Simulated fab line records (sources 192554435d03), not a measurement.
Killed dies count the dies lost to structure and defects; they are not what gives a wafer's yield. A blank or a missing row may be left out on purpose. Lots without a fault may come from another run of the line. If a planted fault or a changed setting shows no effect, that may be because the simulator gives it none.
fab line records + flow n5Finfet
[record]
- lots = 7
- wafers = 39
route steps=1938 shown DUMMY_GATE@246 SD_EPI_N@293
startH: hours from the record's opening day to when the first of the lot's shown wafers began + waitH: hours from the lot's prior step to this one + " unchanged from the row above + L1.1+2: one row covering several wafers at once + - no value, or no start given + * or withheld: withheld + < > ~ a bound
route shown NAME@n: names a module that has steps shown in the file, with the first one's number in the route + usual: average and standard deviation across the fault-free wafers + same: alike in all rows + chamber/n: place in a boat + sites: per-site readings + _std_site: standard deviation across them + _edge_site: inner sites' mean taken away from outer sites' mean + radiusMm: how far each site lies from the wafer's centre + mask NAME#n: copy n + behind: the most recent tool/chamber to have shaped the wafer + hold: why the lot went on hold/how many hours it stayed there/how the hold came to an end + device: the transistor (n, p or np) that didn't switch + end of line: at the end of the route, the tests of the same wafers + for a step that has no rows: nothing shown but its recipe + killed: dies that structure and defects cost at the first sort, which is not the same as the wafer's yield + map: the dies of a wafer, with x for killed, . for not killed, _ for no die there
set.NAME: the setting the step ran with; set.NAME@STEP: the setting that earlier step ran with + model.NAME: the simulator's own value behind a step, which no gauge read
lots with deliberately changed settings; one table per step, one row per wafer
[[steps]]
[step N5_DUMMY_GATE_ETCH_32]
[recipe]
- chemistry = CF4
- target = SiO2
- targetDepthA = 35
- timeS = 3.9
- ionEnergyEv = 350
- pressureMtorr = 10
- icpW = 800
- biasW = 400
- cf4FlowSccm = 80
| lot.wafer | tool     | chamber | startH | waitH | set.timeS | model.etch.depthNm |
|-----------|----------|---------|--------|-------|-----------|--------------------|
| L074.1    | rieSi-05 | 0       | 46.49  | 0.1   | 2.974     | 2.612              |
| L074.2    | "        | 1       | "      | "     | 3.9       | 3.493              |
| L074.3    | "        | 2       | "      | "     | 3.9       | 3.597              |
| L074.4    | "        | 3       | "      | "     | 2.974     | 2.65               |
| L074.5    | "        | 2       | "      | "     | 2.974     | 2.755              |
| L074.6    | "        | 1       | "      | "     | 3.9       | 3.505              |
| L080.1    | rieSi-06 | 3       | 84.74  | 0.1   | 3.472     | 3.092              |
| L080.2    | "        | 1       | "      | "     | 3.9       | 3.458              |
| L080.3    | "        | 0       | "      | "     | 3.9       | 3.579              |
| L080.4+5  | "        | 2       | "      | "     | 3.472     | 3.003              |
| L080.6    | "        | 3       | "      | "     | 3.9       | 3.464              |
| L081.1    | rieSi-05 | 3       | 89.91  | 0.1   | 4.399     | 3.967              |
| L081.2    | "        | 2       | "      | "     | 4.399     | 4.168              |
| L081.3    | "        | 0       | "      | "     | 3.9       | 3.563              |
| L081.4    | "        | 1       | "      | "     | 3.9       | 3.56               |
| L081.5    | "        | 0       | "      | "     | 3.9       | 3.52               |
| L081.6    | "        | 1       | "      | "     | 4.399     | 4.017              |
| L083.1    | rieSi-05 | 2       | 103.12 | 0.1   | 3.9       | 3.605              |
| L083.2    | "        | 1       | "      | "     | 4.501     | 4.043              |
| L083.3    | "        | 0       | "      | "     | 3.9       | 3.495              |
| L083.4    | "        | 3       | "      | "     | 3.9       | 3.516              |
| L083.5    | "        | 3       | "      | "     | 4.501     | 4.031              |
| L083.6    | "        | 2       | "      | "     | 4.501     | 4.197              |
| L084.1    | rieSi-06 | 1       | 108.34 | 0.1   | 3.9       | 3.45               |
| L084.3    | "        | 2       | "      | "     | 3.9       | 3.384              |
| L084.6    | "        | 1       | "      | "     | 3.9       | 3.488              |
| L091.1    | rieSi-02 | 3       | 149.82 | 0.1   | 3.9       | 3.558              |
| L091.2    | "        | 2       | "      | "     | 3.488     | 3.266              |
| L091.3    | "        | 1       | "      | "     | 3.9       | 3.518              |
| L091.4    | "        | 0       | "      | "     | 3.488     | 3.119              |
| L091.5    | "        | 3       | "      | "     | 3.488     | 3.195              |
| L091.6    | "        | 2       | "      | "     | 3.9       | 3.662              |
| L094.1    | rieSi-06 | 2       | 167.70 | 0.1   | 3.424     | 2.996              |
| L094.2    | "        | 0       | "      | "     | 3.9       | 3.615              |
| L094.3    | "        | 3       | "      | "     | 3.9       | 3.563              |
| L094.4    | "        | 1       | "      | "     | 3.424     | 3.044              |
| L094.5    | "        | 3       | "      | "     | 3.9       | 3.552              |
| L094.6    | "        | 0       | "      | "     | 3.424     | 3.192              |
[step N5_SD_EPI_N_LINER_46]
[recipe]
- material = SiNx
- targetThkA = 30
- tempC = 400
- aldPrecursorFamily = SiH2I2
- aldCoReactant = N2/H2-plasma
- pressureTorr = 2
| lot.wafer        | tool      | chamber     | startH | waitH | set.targetThkA | model.SiNx_of_SD_EPI_N_LINER_46.thkNm |
|------------------|-----------|-------------|--------|-------|----------------|---------------------------------------|
| L074.1+2+3+4+5+6 | aldSin-04 | 0,3,1,2,2,3 | 51.87  | 0.2   | 30             | 3                                     |
| L080.1+2+4       | aldSin-03 | 3,2,1       | 91.58  | 0.7   | 32.41          | 3.2                                   |
| L080.3+5+6       | "         | 0,2,3       | "      | "     | 30             | 3                                     |
| L081.1+2+5       | aldSin-03 | 3,0,3       | 99.25  | 0.2   | 33.82          | 3.4                                   |
| L081.3+4+6       | "         | 1,2,2       | "      | "     | 30             | 3                                     |
| L083.1+4+5       | aldSin-03 | 2,0,0       | 109.72 | 0.2   | 30             | 3                                     |
| L083.2+3+6       | "         | 3,1,3       | "      | "     | 32.83          | 3.2                                   |
| L084.1+3+6       | aldSin-03 | 1,3,3       | 114.58 | 0.2   | 30             | 3                                     |
| L091.1+2+5       | aldSin-04 | 3,1,2       | 156.79 | 0.5   | 34.45          | 3.4                                   |
| L091.3+4+6       | "         | 2,1,3       | "      | "     | 30             | 3                                     |
| L094.1+2+3+4+5+6 | aldSin-04 | 3,2,0,1,0,3 | 174.21 | 0.6   | 30             | 3                                     |
[[key]]
[split]
- step = N5_DUMMY_GATE_ETCH_32
- setting = timeS
- stated = 3.9
- by = wafer
[response]
- step = N5_DUMMY_GATE_ETCH_32
- reading = model.etch.depthNm
- change = +0.0376
- per = 1%
- r = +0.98
[split]
- step = N5_SD_EPI_N_LINER_46
- setting = targetThkA
- stated = 30
- by = wafer
[response]
- step = N5_SD_EPI_N_LINER_46
- reading = model.SiNx_of_SD_EPI_N_LINER_46.thkNm
- change = +0.0271
- per = 1%
- r = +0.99
